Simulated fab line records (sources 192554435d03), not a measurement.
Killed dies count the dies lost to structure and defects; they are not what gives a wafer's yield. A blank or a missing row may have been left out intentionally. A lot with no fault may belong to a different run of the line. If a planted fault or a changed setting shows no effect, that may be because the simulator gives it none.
Struck lot and sound lot, side by side ; flow n5Finfet ; 44 out of 1938 route steps
Sound: the wafers L868.1, L868.3, L868.4. Struck: wafer L878.5 (left out: L878.6, a lot-mate that was not struck); the cause follows at the end.
At each step with rows: each side's tool, then ch and its chambers, then its first start. Under that, the readings that differ: sound wafers ; struck wafers ; difference of the means ; sigmas: that difference in standard deviations of wafers without a fault.
alike: readings whose means differ by less than 2 such deviations, and words and numbers that are the same on both sides. not compared: withheld readings, readings that some wafer has no value for, bounds like >300 that may hide the same value, and numbers for which the record gives no deviation and whose values overlap.
A row with sigmas, a row that says differs or no value, or rows on one side alone: a step with any of these is where the two part. When numbers do not overlap yet have no deviation, they are printed without sigmas and do not part them. A reading missing from all wafers of one side parts the sides only when that side holds two or more wafers.

N5_BEOL_M1_INSPECT_30: inspects for defects (brightfield).
  struck on defectInspect-01, day 10 07:13; sound on defectInspect-02, day 6 03:01
  alike: rawDefectCount
then, 3 steps without rows for these wafers: N5_BEOL_M1_DESCUM_33 (chemistry O2, time 7 s); N5_BEOL_M1_ETCH_77 (etches underlayer in N2/H2, target depth 6.5 nm, time 5.2 s); N5_BEOL_M1_ETCH_69 (etches SiARC in CF4, target depth 15.6 nm, time 26 s).
N5_BEOL_M1_ALD_98: deposits SiO2, target thk 2.5 nm, pulse time 1 s, co reactant pulse time 1 s.
  sound on aldSin-04 ch 0,2,3, day 6 03:11; struck on aldSin-02 ch 2, day 10 07:34
reading;sound;struck;difference;sigmas
precursorPulseHeightRel;0.998 1.012 1.028;0.965;-0.048;-3
  alike: chamberPressureTorr, heaterPowerW
then, 1 step without rows for these wafers: N5_BEOL_M1_ETCHBACK_99 (etches SiO2 in CHF3, target depth 5 nm, time 10.4 s).
N5_BEOL_M1_ETCH_70: etches SOC in N2/H2, target depth 80 nm, overetch 16 nm, time 120 s.
  sound on rieDiel-02 ch 0,1,3, day 6 06:32; struck on rieDiel-02 ch 0, day 10 11:43
reading;sound;struck;difference;sigmas
oesProductAu (a.u.);0.53 0.57 0.59;0.75;+0.19;+3
  alike: drypumpMotorCurrentA, rfVppV, showerheadPlenumPTorr, throttleValvePct
  not compared: rfHoursCounterH
then, 5 steps without rows for these wafers: N5_BEOL_M1_STRIP_71 (strips in N2/H2); N5_BEOL_M1_STRIP_78 (strips in N2/H2); N5_BEOL_M1_VIA_ETCH_34 (etches the open film in C4F6/O2, target depth 67.8 nm, time 64.4 s); N5_BEOL_M1_STRIP_83 (strips in C4F6/O2); N5_BEOL_M1_STRIP_36 (strips in N2/H2).
N5_BEOL_M1_TRENCH_ETCH_37: etches SiOC in C4F6/O2, target depth 55.207 nm, time 29 s.
  sound on rieDiel-02 ch 0,1,3, day 6 06:44; struck on rieDiel-02 ch 0, day 10 11:53
reading;sound;struck;difference;sigmas
oesProductAu (a.u.);0.68 0.75 0.77;1.30;+0.57;+6
model.etch.depthNm (nm);54.1 55.51 54.7;85.15;+30.38;
model.BEOL_M1.featureDepthNm (nm);54 55.6 54.6;85.2;+30.5;
model.TiN_of_BEOL_M1_HM_DEP_02.thkNm (nm);17.6 17.6 17.4;16.2;-1.3;
  alike: drypumpMotorCurrentA, rfVppV, showerheadPlenumPTorr, throttleValvePct
  not compared: rfHoursCounterH
then, 2 steps without rows for these wafers: N5_BEOL_M1_ETCH_41 (etches SiCN in CH3F/O2, target depth 31.9 nm, time 57.8 s); N5_BEOL_M1_STRIP_97 (strips in N2/H2, time 10 s).
N5_BEOL_M1_OCD_MEAS_38:
  struck on ocd-02, day 10 12:02; sound on ocd-01, day 6 06:53
reading;sound;struck;difference;sigmas
trenchDepthNm (nm);54.3 55.5 54.5;85.1;+30.3;+34
then, 4 steps without rows for these wafers: N5_BEOL_M1_HM_STRIP_39 (strips TiN in peroxide tin strip, target depth 25 nm, time 158 s); N5_BEOL_M1_SRD_40 (time 30 s); N5_BEOL_M1_PRECLEAN_42 (cleans in residue remover, time 60 s); N5_BEOL_M1_SRD_43 (time 30 s).
N5_BEOL_M1_CD_MEAS_35: target cd 18 nm, target cd y 21 nm.
  struck on cdSem-02, day 10 12:11; sound on cdSem-01, day 6 07:02
  alike: cdNm
then, 6 steps without rows for these wafers: N5_BEOL_M1_DEGAS_44 (time 60 s); N5_BEOL_M1_PRE_CLEAN_45 (time 30 s); N5_BEOL_M1_ALD_84 (deposits TaN, pulse time 2 s, purge time 3 s, co reactant purge time 2 s); N5_BEOL_M1_SURFACE_TREAT_85; N5_BEOL_M1_CVD_47 (deposits Co from CCTBA/H2, target thk 3 nm, time 223.8 s); N5_BEOL_M1_SPUTTER_48 (material Cu, target thk 4.5 nm, time 8.29 s).
N5_BEOL_M1_ANNEAL_49: time 240 s.
  struck on pvdSputter-01, day 10 13:35; sound on pvdSputter-02, day 6 10:33
  alike: heaterPowerW
then, 10 steps without rows for these wafers: N5_BEOL_M1_SPUTTER_79 (material Cu, target thk 4.5 nm, time 8.29 s); N5_BEOL_M1_ANNEAL_80 (time 240 s); N5_BEOL_M1_SPUTTER_81 (material Cu, target thk 4.5 nm, time 8.29 s); N5_BEOL_M1_ANNEAL_82 (time 240 s); N5_BEOL_M1_SPUTTER_86 (material Cu, target thk 4.5 nm, time 8.29 s); N5_BEOL_M1_ANNEAL_87 (time 240 s); N5_BEOL_M1_SPUTTER_88 (material Cu, target thk 4.5 nm, time 8.29 s); N5_BEOL_M1_ANNEAL_89 (time 240 s); N5_BEOL_M1_SPUTTER_90 (material Cu, target thk 4.5 nm, time 8.29 s); N5_BEOL_M1_ANNEAL_91 (time 240 s).
N5_BEOL_M1_SPUTTER_92: material Cu, target thk 4.5 nm, time 8.29 s.
  struck on pvdSputter-01, day 10 14:47; sound on pvdSputter-02, day 6 11:47
  alike: chuckSensorTempC, throttleValvePct
N5_BEOL_M1_ANNEAL_93: time 240 s.
  struck on pvdSputter-01, day 10 14:54; sound on pvdSputter-02, day 6 11:52
  alike: heaterPowerW
then, 2 steps without rows for these wafers: N5_BEOL_M1_SPUTTER_94 (material Cu, target thk 4.5 nm, time 8.29 s); N5_BEOL_M1_ANNEAL_95 (time 240 s).
N5_BEOL_M4_RC_MEAS_101:
  the record has rows for the sound wafers here (prober-02 ch 0, day 8 15:39) and none for the struck ones
-- a jump in the record: the struck wafers' starts before and after are 6 days apart (it breaks off in module BEOL_M4 and resumes in module PASSIVATION, where the first step shown is number 1936 of the route) --
N5_PASSIVATION_PROBE_49:
  rows exist in the record for the struck wafers here (prober-01, day 16 09:41), but not for the sound ones

## WHERE THEY PART
Earliest at N5_BEOL_M1_ALD_98; latest, in this record, at N5_PASSIVATION_PROBE_49.

WHY: what had been put in by the simulator
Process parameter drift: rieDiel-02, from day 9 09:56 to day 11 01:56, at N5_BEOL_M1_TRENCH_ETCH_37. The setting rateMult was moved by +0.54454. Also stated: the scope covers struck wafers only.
